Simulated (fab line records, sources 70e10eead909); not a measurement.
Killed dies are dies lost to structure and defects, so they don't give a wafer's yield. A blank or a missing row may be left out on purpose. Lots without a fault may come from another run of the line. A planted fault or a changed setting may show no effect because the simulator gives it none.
fab line records | flow nand_harc
record lots=7 wafers=20 last_day=24
route steps=1159 shown A_CHANNEL_HOLE_D1@482 A_CHANNEL_FILL_D1@490 END@1159
lots that met no fault: from a run of the same line without faults
start_h: hours from the record's first day to the start of the lot's first wafer shown | wait_h: hours since the lot's step before | " the same as in the row above | L1.1+2: a row that stands for several wafers | - no value, or no start given | * or withheld: withheld | < > ~ a bound
route shown NAME@n: a module of which the file shows steps, and the number in the route of the first | usual: mean/standard deviation of fault-free wafers | same: alike in all rows | chamber/n: place in a boat | sites: the reading at each site | _std_site: their standard deviation | _edge_site: outer sites' mean less inner sites' | radius_mm: how far each site lies from the wafer's centre | mask NAME#n: copy n | behind: the tool/chamber that last shaped the wafer | hold: why the lot was held/for how many hours/how that ended | device: the transistor (n, p or np) that didn't switch | end of line: the same wafers' tests at the end of the route | a step without rows: its recipe alone | killed: dies lost to structure and defects at the first sort, not the wafer's yield | map: a wafer's dies, x killed, . not, _ none there
set.NAME: the setting as run; set.NAME@STEP: as run at that earlier step | model.NAME: the simulator's own value behind a step, which no gauge read
lots at some steps of the route; a table a step, a row a wafer
services: from which hour (start_h, from the record's first day; less than 0 if before it) a tool's chamber was out of use, for how many hours, and why
## steps
# step NHARC_A_CHANNEL_HOLE_D1_STRIP_43
# recipe o2_flow_sccm=400 cos_flow_sccm=20 ar_flow_sccm=0 bias_w=0 chemistry=O2/COS
# step NHARC_A_CHANNEL_HOLE_D1_ETCH_44
# recipe target_depth_a=1400 overetch_a=140 time_s=77 ion_energy_ev=100 cf4_flow_sccm=80 o2_flow_sccm=20 ar_flow_sccm=0 rf_w=300 bias_w=100 chemistry=CF4/O2
# usual drypump_motor_current_A=5.6/0.46 oes_product_au=0.998/0.015 rf_vpp_V=197.5/1.6 showerhead_plenum_p_Torr=1.32/0.06 throttle_valve_pct=13.397/0.0088
# same time_s=77
# columns lot.wafer tool chamber start_h wait_h drypump_motor_current_A oes_product_au rf_hours_counter_h rf_vpp_V showerhead_plenum_p_Torr throttle_valve_pct
L103.1 rie_diel-07 0 184.60 0.1 5.7 0.995 9 198.4 1.35 13.404
L103.4 " 2 " " 6.5 1.020 11 198.0 1.30 13.400
L103.6 " 3 " " 5.5 0.998 - 198.7 1.41 13.391
L106.1 rie_diel-09 3 197.44 0.1 5.2 1.041 5 198.4 1.42 13.404
L106.4 " 1 " " 5.3 1.019 7 199.2 1.40 13.418
L106.5 " 2 " " 5.8 1.009 - 200.0 1.40 13.397
L117.1 rie_diel-02 1 267.49 0.1 5.2 0.995 4 196.3 1.25 13.398
L117.3 " 0 " " 5.7 0.992 7 195.2 1.25 13.400
L117.6 " 1 " " 5.2 1.001 - 195.8 1.25 13.394
L118.2 rie_diel-07 3 276.21 0.1 5.5 0.988 3 199.8 1.41 13.388
L118.5 " 0 " " 5.7 0.976 - 198.6 1.34 13.399
L118.6 " 1 " " 5.5 1.016 - 195.9 1.33 13.399
L120.1 rie_diel-02 2 282.28 0.1 6.5 0.999 8 194.2 1.28 13.403
L120.3 " 3 " " 5.1 0.983 8 196.5 1.25 13.403
L124.4 rie_diel-07 3 304.22 0.1 5.5 0.991 5 200.1 1.41 13.395
L124.2 " 1 " " 5.5 0.999 4 197.0 1.33 13.395
L124.3 " 2 " " 6.4 1.000 4 198.0 1.30 13.406
L126.4 rie_diel-07 0 321.16 0.1 5.7 0.978 6 196.9 1.34 13.390
L126.2 " 1 " " 5.5 1.003 6 197.3 1.33 13.399
L126.5 " 3 " " 5.5 0.987 - 199.6 1.41 13.405
# step NHARC_A_CHANNEL_HOLE_D1_STRIP_27
# recipe o2_flow_sccm=500 ar_flow_sccm=0 bias_w=0 chemistry=O2
# step NHARC_A_CHANNEL_HOLE_D1_PRECLEAN_28
# recipe time_s=* temp_c=50 bath_age_min=0 chemistry=SC1
# step NHARC_A_CHANNEL_HOLE_D1_SRD_29
# step NHARC_A_CHANNEL_HOLE_D1_CD_MEAS_30
# usual cd_nm=90.3/2
# columns lot.wafer tool chamber start_h wait_h cd_nm
L103.1 cd_sem-03 - 185.39 - 87.4
L103.4 " - " " 91.7
L103.6 " - " " 93.2
L106.1 cd_sem-03 - 198.23 - 89.7
L106.4 " - " " 92.9
L106.5 " - " " 91.2
L117.1 cd_sem-01 - 268.28 - 87.8
L117.3 " - " " 90.0
L117.6 " - " " 91.3
L118.2 cd_sem-02 - 276.99 - 90.3
L118.5 " - " " 89.2
L118.6 " - " " 88.9
L120.1 cd_sem-02 - 283.06 - 90.0
L120.3 " - " " 90.2
L124.2 cd_sem-02 - 305.03 - 90.8
L124.3 " - " " 88.7
L124.4 " - " " 89.9
L126.2 cd_sem-02 - 321.94 - 91.8
L126.4 " - " " 91.4
L126.5 " - " " 89.4
# step NHARC_A_CHANNEL_HOLE_D1_XSEM_31
# recipe landing_energy_ev=35000
# usual bot_cd_nm=75.0/2.1 bow_nm=8.70/0.27 tilt_deg=0.07/0.033
# columns lot.wafer tool chamber start_h wait_h bot_cd_nm bow_nm tilt_deg
L103.1 xsem-01 0 185.47 0.1 71.7 8.56 0.07
L103.4 " 0 " " 75.9 8.61 0.07
L103.6 " 0 " " 77.1 8.56 0.07
L106.1 xsem-01 0 198.32 0.1 75.1 8.50 0.08
L106.4 " 0 " " 78.5 8.52 0.08
L106.5 " 0 " " 76.9 8.48 0.08
L117.1 xsem-01 0 268.37 0.1 73.4 8.56 0.13
L117.3 " 0 " " 74.8 8.55 0.13
L117.6 " 0 " " 75.1 8.56 0.13
L118.2 xsem-02 0 277.08 0.1 74.9 8.56 0.08
L118.5 " 0 " " 73.3 8.57 0.08
L118.6 " 0 " " 73.1 8.59 0.08
L120.1 xsem-01 0 283.14 0.1 76.0 8.67 0.02
L120.3 " 0 " " 76.5 8.73 0.02
L124.2 xsem-01 0 305.11 0.1 74.9 9.10 0.07
L124.3 " 0 " " 72.8 8.95 0.07
L124.4 " 0 " " 74.6 9.07 0.08
L126.2 xsem-02 0 322.03 0.1 75.8 8.80 0.09
L126.4 " 0 " " 75.5 8.89 0.09
L126.5 " 0 " " 73.2 8.82 0.09
# step NHARC_A_CHANNEL_HOLE_D1_INSPECT_40
# usual raw_defect_count=59/17
# columns lot.wafer tool chamber start_h wait_h raw_defect_count
L103.1 defect_inspect-01 - 185.57 - 41
L103.4 " - " " 69
L103.6 " - " " 49
L106.1 defect_inspect-01 - 198.42 - 37
L106.4 " - " " 80
L106.5 " - " " 42
L117.1 defect_inspect-02 - 268.48 - 64
L117.3 " - " " 65
L117.6 " - " " 63
L118.2 defect_inspect-02 - 277.18 - 80
L118.5 " - " " 90
L118.6 " - " " 76
L120.1 defect_inspect-01 - 283.24 - 50
L120.3 " - " " 63
L124.2 defect_inspect-01 - 305.21 - 69
L124.3 " - " " 67
L124.4 " - " " 81
L126.2 defect_inspect-01 - 322.13 - 53
L126.4 " - " " 34
L126.5 " - " " 34
# step NHARC_A_CHANNEL_FILL_D1_PRECLEAN_00
# recipe time_s=* temp_c=50 bath_age_min=0 chemistry=SC1
# step NHARC_A_CHANNEL_FILL_D1_SRD_01
# step NHARC_A_CHANNEL_FILL_D1_ALD_02
# recipe target_thk_a=60 pulse_time_s=10 ald_cycles=60 temp_c=300 material=SiO2
# usual ald_cycles=60/0 heater_power_w=486/59 precursor_pulse_height_rel=0.999/0.018
# columns lot.wafer tool chamber start_h wait_h ald_cycles heater_power_w precursor_pulse_height_rel since_wet_clean_h
L103.4 ald_hk-03 0 185.76 - 60 407 1.000 31
L103.1 " 1 " " 60 488 0.975 31
L103.6 " 1 " " 60 490 1.031 -
L106.4 ald_hk-04 0 198.76 - 60 418 1.026 3
L106.1 " 2 " " 60 409 1.023 3
L106.5 " 0 " " 60 398 0.990 -
L117.1 ald_hk-03 1 271.22 - 60 486 1.012 117
L117.3 " 3 " " 60 499 0.998 117
L117.6 " 1 " " 60 483 1.016 -
L118.2 ald_hk-04 1 279.01 - 60 545 1.022 83
L118.5 " 2 " " 60 415 0.978 -
L118.6 " 3 " " 60 541 1.009 -
L120.1 ald_hk-04 3 283.67 - 60 550 1.003 88
L120.3 " 0 " " 60 407 1.033 88
L124.4 ald_hk-01 1 305.47 - 60 572 1.019 67
L124.2 " 2 " " 60 509 1.006 67
L124.3 " 3 " " 60 526 0.994 67
L126.4 ald_hk-04 1 322.43 0.2 60 563 0.991 127
L126.2 " 2 " " 60 410 0.999 127
L126.5 " 1 " " 60 538 1.012 -
# step NHARC_A_CHANNEL_FILL_D1_ALD_03
# recipe target_thk_a=60 pulse_time_s=60 ald_cycles=58 temp_c=630 pressure_torr=2 material=SiNx
# usual ald_cycles=58/0 precursor_pulse_height_rel=0.999/0.018
# columns lot.wafer tool chamber start_h wait_h ald_cycles precursor_pulse_height_rel
L103.1 ald_sin_batch-03 0 - - 58 0.997
L103.4 " 0 " " 58 1.007
L103.6 " 0 " " 58 0.994
L106.1 ald_sin_batch-01 0 - - 58 0.992
L106.4 " 0 " " 58 1.010
L106.5 " 0 " " 58 1.026
L117.1 ald_sin_batch-03 0 - - 58 1.000
L117.3 " 0 " " 58 1.018
L117.6 " 0 " " 58 1.013
L118.2 ald_sin_batch-01 0 - - 58 0.998
L118.5 " 0 " " 58 0.986
L118.6 " 0 " " 58 1.030
L120.1 ald_sin_batch-02 0 - - 58 1.026
L120.3 " 0 " " 58 1.021
L124.2 ald_sin_batch-02 0 - - 58 0.983
L124.3 " 0 " " 58 1.010
L124.4 " 0 " " 58 0.994
L126.2 ald_sin_batch-01 0 - - 58 0.994
L126.4 " 0 " " 58 0.996
L126.5 " 0 " " 58 0.998
# step NHARC_A_CHANNEL_FILL_D1_ALD_14
# recipe target_thk_a=25 pulse_time_s=10 ald_cycles=25 temp_c=300 material=SiO2
# usual ald_cycles=25/0 heater_power_w=484/54 precursor_pulse_height_rel=1.003/0.021
# columns lot.wafer tool chamber start_h wait_h ald_cycles heater_power_w precursor_pulse_height_rel since_wet_clean_h
L103.4 ald_hk-03 3 194.17 1.4 25 503 0.995 39
L103.1 " 2 " " 25 452 0.995 40
L103.6 " 3 " " 25 511 1.018 -
L106.4 ald_hk-04 2 205.62 0.3 25 409 0.998 10
L106.1 " 3 " " 25 549 0.988 10
L106.5 " 1 " " 25 538 0.997 -
L117.3 ald_hk-01 2 279.19 1.0 25 524 0.994 40
L117.1 " 1 " " 25 555 1.000 40
L117.6 " 3 " " 25 518 0.968 -
L118.2 ald_hk-01 3 285.86 0.1 21 522 1.022 47
L118.6 " 2 " " 25 495 1.058 -
L118.5 " 3 " " 25 542 1.038 -
L120.3 ald_hk-01 1 290.66 0.1 25 574 1.001 52
L120.1 " 3 " " 21 525 1.035 52
L124.2 ald_hk-01 3 312.57 0.1 21 532 0.990 74
L124.4 " 0 " " 25 459 0.997 74
L124.3 " 1 " " 25 592 1.002 74
L126.2 ald_hk-04 3 329.40 0.0 25 560 1.037 133
L126.4 " 1 " " 25 529 1.015 134
L126.5 " 0 " " 25 406 1.025 -
# step NHARC_A_CHANNEL_FILL_D1_ALD_15
# recipe target_thk_a=20 pulse_time_s=60 ald_cycles=19 temp_c=630 pressure_torr=2 material=SiNx
# usual ald_cycles=19/0 precursor_pulse_height_rel=0.999/0.02
# columns lot.wafer tool chamber start_h wait_h ald_cycles precursor_pulse_height_rel
L103.1 ald_sin_batch-02 0 - - 19 1.012
L103.4 " 0 " " 19 0.968
L103.6 " 0 " " 19 0.980
L106.1 ald_sin_batch-01 0 - - 19 0.998
L106.4 " 0 " " 19 1.029
L106.5 " 0 " " 19 1.010
L117.1 ald_sin_batch-03 0 - - 19 1.014
L117.3 " 0 " " 19 1.017
L117.6 " 0 " " 19 1.015
L118.2 ald_sin_batch-01 0 - - 19 1.005
L118.5 " 0 " " 19 0.992
L118.6 " 0 " " 19 1.016
L120.1 ald_sin_batch-01 0 - - 19 0.983
L120.3 " 0 " " 19 0.993
L124.2 ald_sin_batch-02 0 - - 19 0.993
L124.3 " 0 " " 19 0.983
L124.4 " 0 " " 19 0.980
L126.2 ald_sin_batch-02 0 - - 19 1.006
L126.4 " 0 " " 19 1.038
L126.5 " 0 " " 19 1.019
# step NHARC_END_SORT_01
# recipe temp_c=25
# usual killed_at_array=26/9.7 killed_at_other=1.0/1.2 killed_at_periphery=3.9/2.6 killed_dies=31/9.7 killed_open=3.2/1.8 killed_short=2.0/1.3
# same gross_dies=677
# columns lot.wafer tool chamber start_h wait_h killed_at_array killed_at_other killed_at_periphery killed_dies killed_open killed_short
L103.1 prober-01 0 445.09 2.5 18 2 4 24 2 3
L103.4 prober-01 0 447.49 3.4 27 1 4 32 3 5
L103.6 prober-01 0 449.10 4.0 18 3 4 25 3 1
# killed by level:class
L103.1 A_CHANNEL_HOLE_D1:chamber_film_flake=9 A_WL_FILL:chamber_film_flake=3 A_STAIRCASE:chamber_film_flake=2 A_SLIT:chamber_film_flake=2 THIN_TSV:chamber_film_flake=2 P_CONTACT:geometric_particle:short=1 P_M0:geometric_particle:open=1 P_M2:geometric_particle:short=1
L103.4 A_CHANNEL_HOLE_D1:chamber_film_flake=13 P_GATE:chamber_film_flake=3 A_WL_FILL:chamber_film_flake=3 A_CONTACT:geometric_particle:open=2 A_SLIT:chamber_film_flake=2 P_CONTACT:geometric_particle:short=1 A_CHANNEL_FILL_D1:geometric_particle:short=1 A_CHANNEL_FILL_D1:geometric_particle:open=1
L103.6 A_CHANNEL_HOLE_D1:chamber_film_flake=9 A_CONTACT:chamber_film_flake=4 P_GATE:chamber_film_flake=3 THIN_TSV:chamber_film_flake=3 A_ONON_D1:geometric_particle:open=1 A_CHANNEL_HOLE_D1:geometric_particle:open=1 A_WL_FILL:geometric_particle:open=1 A_CONTACT:geometric_particle:short=1
## services
# columns tool chamber start_h hours kind
rie_diel-02 1 181.34 9.4 repair
ald_hk-01 - 184.31 1.1 repair
rie_diel-09 1 185.50 4.7 repair
ald_hk-04 - 186.00 10.0 pm
ald_hk-04 0 186.00 10.0 vent_cycle
ald_hk-04 1 186.00 10.0 vent_cycle
ald_hk-04 2 186.00 10.0 vent_cycle
ald_hk-04 3 186.00 10.0 vent_cycle
ald_hk-04 0 196.00 - clean
rie_diel-07 1 220.01 5.2 repair
rie_diel-02 1 220.25 10.4 repair
rie_diel-07 - 228.20 9.0 pm
rie_diel-02 1 236.55 9.9 repair
ald_hk-03 - 243.98 1.1 repair
rie_diel-07 2 245.97 3.8 repair
rie_diel-02 1 251.87 4.1 repair
rie_diel-09 - 254.31 9.0 pm
rie_diel-02 - 257.21 0.9 repair
rie_diel-07 1 276.71 1.2 repair
rie_diel-09 1 288.04 5.7 repair
xsem-02 - 302.00 14.0 pm
rie_diel-02 0 308.19 2.1 repair
ald_sin_batch-03 - 314.00 26.0 pm
rie_diel-02 - 327.70 9.0 pm
## key
first_sign step=NHARC_A_CHANNEL_FILL_D1_ALD_14 reading=ald_cycles direction=down sigmas=99+ usual=25 struck=21
effect none on later readings
met_at NHARC_A_CHANNEL_FILL_D1_ALD_14
struck_wafers L118.2,L120.1,L124.2
tester_left_out L118,L120,L124
onset_between 279.19 285.86
fault kind=process_parameter_drift tool=ald_hk-01 chamber=- onset_h=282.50 steps=NHARC_A_CHANNEL_FILL_D1_ALD_14 channel=ald_cycles offset=-4 shape=step end_h=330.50 scope=struck_wafers_only acts_in=these_recipes_only stated=25
# tester_left_out: of these lots the tester's yield and bins aren't shown, on N5 and GAA mostly nor the transistor test; their killed dies are dies lost to structure and defects alone, not to doping, threshold or leakage, so they don't give the yield
